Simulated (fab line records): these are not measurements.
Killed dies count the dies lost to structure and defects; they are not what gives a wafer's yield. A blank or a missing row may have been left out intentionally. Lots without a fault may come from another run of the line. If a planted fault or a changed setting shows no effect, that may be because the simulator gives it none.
Lot-split experiment || flow n5_finfet || route with 1938 steps; 7 lots, 21 wafers read

== THE SPLIT ITSELF ==
At N5_ZERO_LAYER_EXPOSE_08 (exposes mask ZERO, defocus 0 nm, target cd 2000 nm), the setting dose_mj was moved away from the recipe's 16.2 on 8 of the 21 wafers read, by -6.5% to +5.0%. The other wafers ran this setting at the recipe's value.

== FROM THE SPLIT TO THE READING: what the file shows between them, 2 steps ==
- N5_ZERO_LAYER_DEVELOP_10: develop time 60 s (also split here: develop_time_s)
- N5_ZERO_LAYER_HARDBAKE_23: time 120 s

== THE READING ==
cd_nm, in nm, at N5_ZERO_LAYER_CD_MEAS_11 (target cd 2000 nm). A value of 2000.2 nm with a standard deviation of 1.7 nm is what fault-free wafers of this fab line usually give.

{"wafer": "L077.1", "tool, chamber at the split": "krf_scanner-02, 0", "dose_mj as run": 16.2, "against the recipe": "recipe", "cd_nm, nm": 2004.6, "against lot-mates on the recipe": "-"}
{"wafer": "L077.2", "tool, chamber at the split": "krf_scanner-02, 0", "dose_mj as run": 15.28, "against the recipe": "-5.7%", "cd_nm, nm": 1993.5, "against lot-mates on the recipe": -9.8}
{"wafer": "L077.4", "tool, chamber at the split": "krf_scanner-02, 0", "dose_mj as run": 16.2, "against the recipe": "recipe", "cd_nm, nm": 2002.0, "against lot-mates on the recipe": "-"}
{"wafer": "L079.2", "tool, chamber at the split": "krf_scanner-02, 0", "dose_mj as run": 16.2, "against the recipe": "recipe", "cd_nm, nm": 1998.3, "against lot-mates on the recipe": "-"}
{"wafer": "L079.4", "tool, chamber at the split": "krf_scanner-02, 0", "dose_mj as run": 16.2, "against the recipe": "recipe", "cd_nm, nm": 2000.3, "against lot-mates on the recipe": "-"}
{"wafer": "L079.6", "tool, chamber at the split": "krf_scanner-02, 0", "dose_mj as run": 16.2, "against the recipe": "recipe", "cd_nm, nm": 1999.1, "against lot-mates on the recipe": "-"}
{"wafer": "L081.2", "tool, chamber at the split": "krf_scanner-02, 0", "dose_mj as run": 16.2, "against the recipe": "recipe", "cd_nm, nm": 1992.3, "against lot-mates on the recipe": "-"}
{"wafer": "L081.4", "tool, chamber at the split": "krf_scanner-02, 0", "dose_mj as run": 16.71, "against the recipe": "+3.1%", "cd_nm, nm": 1998.6, "against lot-mates on the recipe": "+7.2"}
{"wafer": "L081.5", "tool, chamber at the split": "krf_scanner-02, 0", "dose_mj as run": 16.2, "against the recipe": "recipe", "cd_nm, nm": 1990.5, "against lot-mates on the recipe": "-"}
{"wafer": "L083.2", "tool, chamber at the split": "krf_scanner-02, 0", "dose_mj as run": 16.2, "against the recipe": "recipe", "cd_nm, nm": 1999.8, "against lot-mates on the recipe": "-"}
{"wafer": "L083.5", "tool, chamber at the split": "krf_scanner-02, 0", "dose_mj as run": 16.2, "against the recipe": "recipe", "cd_nm, nm": 2002.8, "against lot-mates on the recipe": "-"}
{"wafer": "L083.6", "tool, chamber at the split": "krf_scanner-02, 0", "dose_mj as run": 16.2, "against the recipe": "recipe", "cd_nm, nm": 2001.2, "against lot-mates on the recipe": "-"}
{"wafer": "L090.1", "tool, chamber at the split": "krf_scanner-02, 0", "dose_mj as run": 15.14, "against the recipe": "-6.5%", "cd_nm, nm": 1986.4, "against lot-mates on the recipe": -13.7}
{"wafer": "L090.3", "tool, chamber at the split": "krf_scanner-02, 0", "dose_mj as run": 15.14, "against the recipe": "-6.5%", "cd_nm, nm": 1986.4, "against lot-mates on the recipe": -13.7}
{"wafer": "L090.4", "tool, chamber at the split": "krf_scanner-02, 0", "dose_mj as run": 16.2, "against the recipe": "recipe", "cd_nm, nm": 2000.1, "against lot-mates on the recipe": "-"}
{"wafer": "L091.2", "tool, chamber at the split": "krf_scanner-02, 0", "dose_mj as run": 17.01, "against the recipe": "+5.0%", "cd_nm, nm": 2004.9, "against lot-mates on the recipe": "+13.0"}
{"wafer": "L091.4", "tool, chamber at the split": "krf_scanner-02, 0", "dose_mj as run": 17.01, "against the recipe": "+5.0%", "cd_nm, nm": 2005.3, "against lot-mates on the recipe": "+13.4"}
{"wafer": "L091.6", "tool, chamber at the split": "krf_scanner-02, 0", "dose_mj as run": 16.2, "against the recipe": "recipe", "cd_nm, nm": 1991.9, "against lot-mates on the recipe": "-"}
{"wafer": "L092.1", "tool, chamber at the split": "krf_scanner-02, 0", "dose_mj as run": 15.48, "against the recipe": "-4.4%", "cd_nm, nm": 1995.7, "against lot-mates on the recipe": -6.4}
{"wafer": "L092.5", "tool, chamber at the split": "krf_scanner-02, 0", "dose_mj as run": 16.2, "against the recipe": "recipe", "cd_nm, nm": 2002.1, "against lot-mates on the recipe": "-"}
{"wafer": "L092.6", "tool, chamber at the split": "krf_scanner-02, 0", "dose_mj as run": 15.48, "against the recipe": "-4.4%", "cd_nm, nm": 1993.5, "against lot-mates on the recipe": -8.6}

FIT RESULTS
A straight line over all 21 wafers: cd_nm changes by +1.32 nm for each +1% of dose_mj; r = +0.74; the points scatter about the line by 4 nm.
The same after taking each lot's own level away (the mean of its wafers on the recipe; 21 wafers): +2.14 nm for each +1%; r = +0.98; scatter 1.3 nm.
The reading moves by 14 nm for the largest change in dose_mj, on that fit.
Across the lots, their own levels run from 1991.40 to 2003.30 nm, a range of 7.0 times the standard deviation given above.
So the lot-to-lot level blurs the effect unless lot-mates are compared.
Check: for one of the wafers moved furthest among these (-6.5%), held out of the fit, the line's prediction against its lot-mates is -13.3 nm. It came out at -13.7 nm against them.

== OTHER SPLITS APPLIED TO THESE WAFERS ==
Before the reading, these wafers also passed through other splits. Each is held against what the fit with the lots' levels taken away leaves over:
{"other split on the same wafers": "N5_ZERO_LAYER_DEVELOP_10 develop_time_s", "wafers away from the commonest value": 13, "r with cd_nm (lot level and that fit taken away)": "+0.19"}

== THE WHOLE CHAIN: every reading that the file lists as answering this split, in the file's order ==
{"step": "N5_ZERO_LAYER_CD_MEAS_11", "what it does": "target cd 2000 nm", "reading": "cd_nm", "change (the file's fit)": "+2.06 nm for each +1% of the setting", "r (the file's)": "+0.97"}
{"step": "N5_ZERO_LAYER_DESCUM_16", "what it does": "chemistry O2, time 7.9 s", "reading": "ZERO_LAYER.cd_nm (the simulator's own value, which no gauge read)", "change (the file's fit)": "+2.04 nm for each +1% of the setting", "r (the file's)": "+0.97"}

== FILE'S OWN FIT ==
cd_nm changes by +2.06 nm for each +1% of dose_mj, r = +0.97.
